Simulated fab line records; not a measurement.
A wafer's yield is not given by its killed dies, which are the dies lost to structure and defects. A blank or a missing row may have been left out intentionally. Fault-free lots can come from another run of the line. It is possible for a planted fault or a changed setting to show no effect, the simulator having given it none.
Chamber matching + flow n5 finfet + rie diel-03 running N5_BEOL_M12_ETCH_59: 4 sister chambers
The step etches BARC in N2/H2, target depth 89 nm, overetch 26.7 nm, time 67.9 s. 16 wafers are shown with their chamber, then 8 later ones without.

== WAFERS WITH THEIR CHAMBER ==
| wafer  | chamber | drypump motor current A (A) | showerhead plenum p Torr (Torr) | throttle valve pct (%) |
|--------|---------|-----------------------------|---------------------------------|------------------------|
| L074.1 | 3       | 5.66                        | 2.41                            | 17.7                   |
| L074.4 | 1       | 5.78                        | 2.42                            | 18.1                   |
| L074.6 | 2       | 5.99                        | 2.62                            | 18.0                   |
| L079.4 | 1       | 5.77                        | 2.41                            | 18.1                   |
| L079.5 | 2       | 5.98                        | 2.61                            | 18.0                   |
| L079.6 | 3       | 5.65                        | 2.40                            | 17.7                   |
| L081.3 | 1       | 5.77                        | 2.41                            | 18.1                   |
| L081.5 | 0       | 5.52                        | 2.47                            | 17.4                   |
| L081.6 | 1       | 5.79                        | 2.41                            | 18.1                   |
| L084.1 | 0       | 5.55                        | 2.47                            | 17.4                   |
| L084.4 | 1       | 5.78                        | 2.41                            | 18.1                   |
| L084.5 | 3       | 5.64                        | 2.39                            | 17.7                   |
| L089.1 | 3       | 5.66                        | 2.39                            | 17.8                   |
| L089.2 | 0       | 5.54                        | 2.46                            | 17.4                   |
| L089.4 | 3       | 5.62                        | 2.39                            | 17.8                   |
| L091.3 | 2       | 5.97                        | 2.60                            | 17.6                   |

SIGNATURES (averages over the wafers above)
| reading                  | chamber 0 | chamber 1 | chamber 2 | chamber 3 | scatter within a chamber |
|--------------------------|-----------|-----------|-----------|-----------|--------------------------|
| drypump motor current A  | 5.5367    | 5.7780    | 5.9800    | 5.6460    | 0.0131                   |
| showerhead plenum p Torr | 2.4667    | 2.4120    | 2.6100    | 2.3960    | 0.00745                  |
| throttle valve pct       | 17.400    | 18.100    | 17.867    | 17.740    | 0.0994                   |
Rule: for each reading, subtract the chamber's mean from the wafer's reading, divide by that reading's scatter and square the result; add these up over the readings and take the root, which gives the wafer's distance from the chamber. If the next closest chamber is less than 2 further off than the closest, the wafer can't be placed; otherwise it belongs to the closest. The scatter: the root of (the sum of the squares of (reading less its chamber's mean) over the shown wafers, divided by (wafers less chambers)).

== WAFERS WITH NO CHAMBER GIVEN ==
| wafer  | drypump motor current A (A) | showerhead plenum p Torr (Torr) | throttle valve pct (%) |
|--------|-----------------------------|---------------------------------|------------------------|
| L091.4 | 5.79                        | 2.40                            | 18.1                   |
| L091.5 | 5.52                        | 2.46                            | 17.5                   |
| L096.1 | 5.79                        | 2.40                            | 18.1                   |
| L096.2 | 5.96                        | 2.60                            | 17.6                   |
| L096.5 | 5.79                        | 2.40                            | 18.2                   |
| L094.2 | 5.77                        | 2.40                            | 18.2                   |
| L094.3 | 5.96                        | 2.60                            | 17.6                   |
| L094.4 | 5.67                        | 2.38                            | 17.8                   |

== WHICH CHAMBER EACH ONE RAN IN ==
| wafer  | from the rows above | in truth |
|--------|---------------------|----------|
| L091.4 | 1                   | 1        |
| L091.5 | 0                   | 0        |
| L096.1 | 1                   | 1        |
| L096.2 | 2                   | 2        |
| L096.5 | 1                   | 1        |
| L094.2 | 1                   | 1        |
| L094.3 | 2                   | 2        |
| L094.4 | 3                   | 3        |
Correct placement for 8 of the 8. Can't be placed from these rows: 0. Placed wrongly: 0.
